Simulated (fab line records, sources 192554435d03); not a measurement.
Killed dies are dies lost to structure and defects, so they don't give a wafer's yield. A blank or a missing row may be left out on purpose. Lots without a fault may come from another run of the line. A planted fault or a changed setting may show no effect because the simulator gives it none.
fab line records | flow n5_finfet
record lots=10 wafers=30 last_day=17
route steps=1938 shown BEOL_M7@1281
lots that met no fault: from a run of the same line without faults
start_h: hours from the record's first day to the start of the lot's first wafer shown | wait_h: hours since the lot's step before | " the same as in the row above | L1.1+2: a row that stands for several wafers | - no value, or no start given | * or withheld: withheld | < > ~ a bound
route shown NAME@n: a module of which the file shows steps, and the number in the route of the first | usual: mean/standard deviation of fault-free wafers | same: alike in all rows | chamber/n: place in a boat | sites: the reading at each site | _std_site: their standard deviation | _edge_site: outer sites' mean less inner sites' | radius_mm: how far each site lies from the wafer's centre | mask NAME#n: copy n | behind: the tool/chamber that last shaped the wafer | hold: why the lot was held/for how many hours/how that ended | device: the transistor (n, p or np) that didn't switch | end of line: the same wafers' tests at the end of the route | a step without rows: its recipe alone | killed: dies lost to structure and defects at the first sort, not the wafer's yield | map: a wafer's dies, x killed, . not, _ none there
set.NAME: the setting as run; set.NAME@STEP: as run at that earlier step | model.NAME: the simulator's own value behind a step, which no gauge read
steps of the route over a sample of lots; a table a step, a row a wafer
services: from which hour (start_h, from the record's first day; less than 0 if before it) a tool's chamber was out of use, for how many hours, and why
## steps
# step N5_BEOL_M7_ETCH_62
# recipe chemistry=N2/H2 target=SOC target_depth_a=1100 overetch_a=220 mask_material=SiARC temp_c=40 time_s=165 ion_energy_ev=200 pressure_mtorr=30 source_w=840 bias_w=150 n2_flow_sccm=200 h2_flow_sccm=200
# usual bias_w=149.9/0.43 drypump_motor_current_A=5.9/0.34 h2_flow_sccm=200.0/0.62 n2_flow_sccm=200.0/0.55 oes_product_au=0.67/0.069 rf_vpp_V=523.1/2.8 showerhead_plenum_p_Torr=2.52/0.094 throttle_valve_pct=17.86/0.24
# columns lot.wafer tool chamber start_h wait_h bias_w drypump_motor_current_A h2_flow_sccm n2_flow_sccm oes_product_au rf_hours_counter_h rf_vpp_V showerhead_plenum_p_Torr throttle_valve_pct
L103.2 rie_diel-06 2 195.42 0.0 150.7 5.9 199.2 199.0 0.59 234 521.7 2.51 18.26
L103.3 " 0 " " 149.8 5.8 199.7 200.0 0.66 124 521.9 2.45 17.51
L103.5 " 2 " " 150.5 5.9 199.4 200.7 0.59 - 523.4 2.51 18.24
L107.1 rie_diel-05 1 218.76 0.0 149.9 6.1 199.4 199.0 0.62 185 525.5 2.64 18.04
L107.2 " 0 " " 149.5 5.9 199.4 199.9 0.71 66 521.8 2.47 17.56
L107.5 " 2 " " 149.9 6.3 200.3 200.7 0.56 - 520.9 2.40 18.34
L108.1 rie_diel-06 1 245.59 0.0 150.4 6.3 199.7 200.3 0.73 45 529.7 2.70 17.79
L108.5 " 3 " " 149.1 6.0 199.7 200.1 0.75 - 523.0 2.49 17.75
L108.6 " 0 " " 149.9 5.8 200.7 200.6 0.65 - 521.4 2.44 17.53
L112.1 rie_diel-06 1 251.31 0.0 149.7 6.3 200.4 199.6 0.74 48 528.2 2.70 17.78
L112.2 " 0 " " 150.0 5.8 200.5 200.3 0.65 141 520.9 2.44 17.52
L112.6 " 0 " " 149.4 5.8 199.0 200.0 0.65 - 522.6 2.44 17.53
L114.1 rie_diel-06 0 262.47 0.0 150.5 5.8 200.1 201.2 0.65 145 521.1 2.44 17.54
L114.2 " 1 " " 150.1 6.4 200.3 200.1 0.73 52 528.6 2.69 17.80
L114.5 " 1 " " 149.7 6.4 199.4 198.4 0.73 - 528.8 2.69 17.78
L115.1 rie_diel-01 2 267.67 0.0 150.0 6.1 200.5 199.5 0.65 158 523.8 2.54 18.04
L115.2 " 1 " " 151.2 5.5 200.1 200.5 0.59 248 527.0 2.60 18.00
L115.3 " 3 " " 150.2 5.5 200.0 200.4 0.60 232 520.7 2.41 17.93
L119.1 rie_diel-06 3 291.05 0.0 150.4 6.0 200.0 199.3 0.72 48 520.8 2.48 17.77
L119.2 " 2 " " 149.2 5.9 200.2 200.1 0.80 5 523.5 2.50 17.86
L119.3 " 1 " " 150.0 6.3 200.3 199.1 0.72 62 528.1 2.69 17.80
L118.3 rie_diel-06 1 296.43 0.0 149.6 6.4 199.7 199.9 0.72 64 528.7 2.69 17.82
L118.5 " 0 " " 150.0 5.8 199.4 199.9 0.64 - 521.2 2.43 17.57
L118.6 " 1 " " 149.3 6.3 199.9 200.3 0.72 - 527.5 2.69 17.81
L122.4 rie_diel-05 1 313.40 0.0 149.3 6.0 198.9 199.9 0.61 213 526.4 2.63 18.08
L122.5 " 2 " " 150.1 6.3 199.1 200.4 0.76 - 528.8 2.71 17.92
L122.6 " 3 " " 150.0 5.2 200.2 200.2 0.59 - 519.6 2.41 18.16
L124.1 rie_diel-01 2 321.37 0.0 149.6 6.1 200.3 199.5 0.64 174 523.3 2.53 18.07
L124.2 " 0 " " 150.0 5.3 200.1 199.4 0.62 174 522.8 2.54 17.86
L124.5 " 2 " " 149.9 6.1 199.7 200.1 0.64 - 523.7 2.53 18.06
# step N5_BEOL_M7_DESCUM_33
# recipe chemistry=O2 time_s=7 source_power_w=50 bias_power_w=20 pressure_mtorr=20 rf_frequency_hz=2.712e+07 temp_c=40 resist=CAR-EUV o2_flow_sccm=225
# usual bias_power_w=20.00/0.063 drypump_motor_current_A=5.9/0.36 oes_product_au=0.79/0.088 rf_vpp_V=242.9/1.6 showerhead_plenum_p_Torr=2.08/0.086 throttle_valve_pct=20.45/0.2
# columns lot.wafer tool chamber start_h wait_h bias_power_w drypump_motor_current_A oes_product_au rf_hours_counter_h rf_vpp_V showerhead_plenum_p_Torr throttle_valve_pct
L103.2 rie_diel-06 0 196.38 0.0 19.95 5.8 0.79 125 241.8 2.02 20.21
L103.3 " 2 " " 20.04 5.9 0.69 235 242.2 2.06 20.72
L103.5 " 1 " " 19.96 6.3 0.91 - 242.9 2.23 20.33
L107.1 rie_diel-06 0 221.21 0.0 20.13 5.8 0.79 133 241.9 2.02 20.20
L107.2 " 1 " " 20.09 6.4 0.89 40 244.8 2.23 20.35
L107.5 " 1 " " 20.08 6.3 0.88 - 246.0 2.23 20.35
L108.1 rie_diel-06 3 247.63 0.0 19.98 6.0 0.89 31 242.8 2.04 20.27
L108.5 " 0 " " 19.94 5.8 0.78 - 241.9 2.02 20.21
L108.6 " 1 " " 20.08 6.3 0.88 - 244.6 2.23 20.34
L112.1 rie_diel-06 1 254.53 0.2 20.08 6.3 0.87 49 244.1 2.23 20.35
L112.2 " 3 " " 19.99 6.0 0.89 34 243.9 2.04 20.28
L112.6 " 0 " " 20.00 5.8 0.77 - 241.9 2.02 20.22
L114.1 rie_diel-05 1 264.43 0.6 20.00 6.1 0.72 200 243.6 2.16 20.67
L114.2 " 2 " " 19.97 6.4 0.94 3 244.6 2.23 20.49
L114.5 " 3 " " 20.03 5.2 0.70 - 240.4 1.98 20.68
L115.1 rie_diel-05 0 269.52 0.0 20.02 5.9 0.82 83 241.9 2.03 20.20
L115.2 " 2 " " 20.03 6.3 0.94 5 244.9 2.23 20.49
L115.3 " 3 " " 19.99 5.2 0.71 224 241.2 1.98 20.70
L119.1 rie_diel-05 1 292.11 0.0 19.92 6.1 0.71 206 246.7 2.16 20.67
L119.2 " 3 " " 20.12 5.2 0.69 230 240.9 1.98 20.69
L119.3 " 0 " " 19.93 5.9 0.80 89 241.2 2.02 20.19
L118.3 rie_diel-05 0 298.16 0.5 20.00 5.9 0.81 92 240.8 2.02 20.22
L118.5 " 3 " " 20.06 5.2 0.70 - 240.9 1.98 20.70
L118.6 " 2 " " 20.05 6.4 0.91 - 245.4 2.22 20.49
L122.4 rie_diel-01 3 314.85 0.1 19.94 5.4 0.70 - 242.3 1.97 20.50
L122.5 " 0 " " 20.11 5.2 0.74 - 240.8 2.09 20.43
L122.6 " 1 " " 20.01 5.5 0.97 - 244.6 2.14 20.25
L124.1 rie_diel-05 2 322.46 0.3 20.05 6.3 0.90 21 244.7 2.22 20.52
L124.2 " 0 " " 20.01 5.9 0.79 99 241.3 2.02 20.21
L124.5 " 0 " " 19.81 5.9 0.79 - 242.0 2.02 20.20
# step N5_BEOL_M7_VIA_ETCH_34
# recipe chemistry=C4F6/O2 target=SiCOH_lowk target_depth_a=1255 mask_material=SOC taper_deg=4 time_s=50.5 ion_energy_ev=250 pressure_mtorr=30 source_w=345 bias_w=185 Ar_flow_sccm=300 C4F6_flow_sccm=10 O2_flow_sccm=10
# usual bias_w=185.1/0.52 drypump_motor_current_A=5.9/0.36 oes_product_au=0.79/0.088 rf_vpp_V=665/8.1 showerhead_plenum_p_Torr=2.83/0.11 throttle_valve_pct=20.92/0.23
# columns lot.wafer tool chamber start_h wait_h bias_w drypump_motor_current_A oes_product_au rf_hours_counter_h rf_vpp_V showerhead_plenum_p_Torr throttle_valve_pct
L103.2 rie_diel-06 0 196.56 0.0 183.9 5.8 0.78 125 654 2.74 20.51
L103.3 " 2 " " 184.1 5.9 0.68 235 675 2.81 21.20
L103.5 " 1 " " 185.2 6.3 0.90 - 659 3.01 20.76
L107.1 rie_diel-06 0 221.39 0.0 184.7 5.8 0.78 133 655 2.73 20.53
L107.2 " 1 " " 185.1 6.4 0.89 40 658 3.01 20.77
L107.5 " 1 " " 185.2 6.4 0.89 - 659 3.01 20.75
L108.1 rie_diel-06 3 247.82 0.0 174.3 6.0 0.89 31 639 2.79 20.82
L108.5 " 0 " " 173.6 5.8 0.78 - 622 2.73 20.54
L108.6 " 1 " " 174.0 6.3 0.87 - 625 3.01 20.76
L112.1 rie_diel-06 1 254.71 0.0 173.8 6.4 0.87 49 625 3.01 20.78
L112.2 " 3 " " 174.0 6.0 0.87 34 640 2.79 20.80
L112.6 " 0 " " 173.7 5.8 0.76 - 621 2.73 20.56
L114.1 rie_diel-05 1 264.61 0.0 184.4 6.1 0.71 200 665 2.94 21.16
L114.2 " 2 " " 185.2 6.3 0.94 3 665 3.02 20.93
L114.5 " 3 " " 184.5 5.2 0.70 - 658 2.71 21.16
L115.1 rie_diel-05 0 269.70 0.0 184.9 5.9 0.82 83 679 2.77 20.70
L115.2 " 2 " " 184.8 6.3 0.94 5 665 3.01 20.93
L115.3 " 3 " " 185.3 5.2 0.70 224 658 2.71 21.18
L119.1 rie_diel-05 2 292.29 0.0 185.6 6.4 0.92 11 664 3.01 20.94
L119.2 " 0 " " 185.2 5.9 0.81 89 679 2.77 20.71
L119.3 " 1 " " 185.0 6.1 0.71 206 666 2.94 21.19
L118.3 rie_diel-05 0 298.34 0.0 185.3 5.9 0.80 92 678 2.77 20.71
L118.5 " 3 " " 184.1 5.2 0.70 - 657 2.71 21.17
L118.6 " 2 " " 184.8 6.3 0.92 - 664 3.01 20.95
L122.4 rie_diel-01 3 315.03 0.0 185.3 5.5 0.71 - 662 2.70 21.01
L122.5 " 0 " " 184.7 5.2 0.75 - 665 2.84 20.87
L122.6 " 1 " " 184.9 5.6 0.98 - 659 2.90 20.66
L124.1 rie_diel-05 2 322.64 0.0 184.9 6.3 0.90 21 664 3.01 20.94
L124.2 " 0 " " 185.0 5.9 0.80 99 678 2.76 20.73
L124.5 " 0 " " 184.8 5.9 0.80 - 678 2.76 20.72
# step N5_BEOL_M7_OCD_MEAS_38
# usual trench_depth_nm=93.2/1.3
# columns lot.wafer tool chamber start_h wait_h trench_depth_nm
L103.2 ocd-02 - 196.81 - 93.2
L103.3 " - " " 89.8
L103.5 " - " " 93.1
L107.1 ocd-02 - 221.64 - 94.1
L107.2 " - " " 94.4
L107.5 " - " " 94.6
L108.1 ocd-01 - 248.06 - 95.5
L108.5 " - " " 93.9
L108.6 " - " " 94.0
L112.1 ocd-01 - 254.96 - 94.3
L112.2 " - " " 94.8
L112.6 " - " " 93.2
L114.1 ocd-01 - 264.86 - 93.1
L114.2 " - " " 93.5
L114.5 " - " " 93.0
L115.1 ocd-02 - 269.95 - 91.8
L115.2 " - " " 92.5
L115.3 " - " " 90.8
L119.1 ocd-01 - 292.53 - 93.0
L119.2 " - " " 92.4
L119.3 " - " " 92.2
L118.3 ocd-02 - 298.59 - 92.7
L118.5 " - " " 91.4
L118.6 " - " " 93.8
L122.4 ocd-01 - 315.27 - 93.3
L122.5 " - " " 92.8
L122.6 " - " " 95.6
L124.1 ocd-01 - 322.89 - 92.9
L124.2 " - " " 92.7
L124.5 " - " " 92.2
## services
# columns tool chamber start_h hours kind
rie_diel-06 1 212.61 5.3 repair
rie_diel-05 2 235.25 4.6 repair
rie_diel-05 2 240.09 - clean
rie_diel-05 2 240.09 - consumable_replace:focus_ring
rie_diel-05 2 240.09 - consumable_replace:showerhead
rie_diel-05 2 240.09 13.4 scheduled_down
rie_diel-05 2 240.09 13.4 vent_cycle
rie_diel-06 2 246.36 - clean
rie_diel-06 2 246.36 - consumable_replace:focus_ring
rie_diel-01 1 274.03 - clean
rie_diel-01 1 274.03 - consumable_replace:focus_ring
rie_diel-01 1 274.03 22.8 scheduled_down
rie_diel-01 1 274.03 22.8 vent_cycle
rie_diel-01 3 321.09 3.5 repair
## key
first_sign step=N5_BEOL_M7_VIA_ETCH_34 reading=bias_w direction=down sigmas=21 usual=* struck=*
effect step=N5_BEOL_M7_VIA_ETCH_34 reading=rf_vpp_V direction=down sigmas=4.5 usual=665 struck=628
met_at N5_BEOL_M7_VIA_ETCH_34
struck_lots L108,L112
not_acting_at N5_BEOL_M7_ETCH_62,N5_BEOL_M7_DESCUM_33,N5_BEOL_M7_OCD_MEAS_38
onset_between 221.39 247.82
fault kind=process_parameter_drift tool=rie_diel-06 chamber=- onset_h=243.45 steps=N5_BEOL_M7_VIA_ETCH_34 channel=bias_w offset=* shape=step end_h=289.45 acts_in=* stated=*
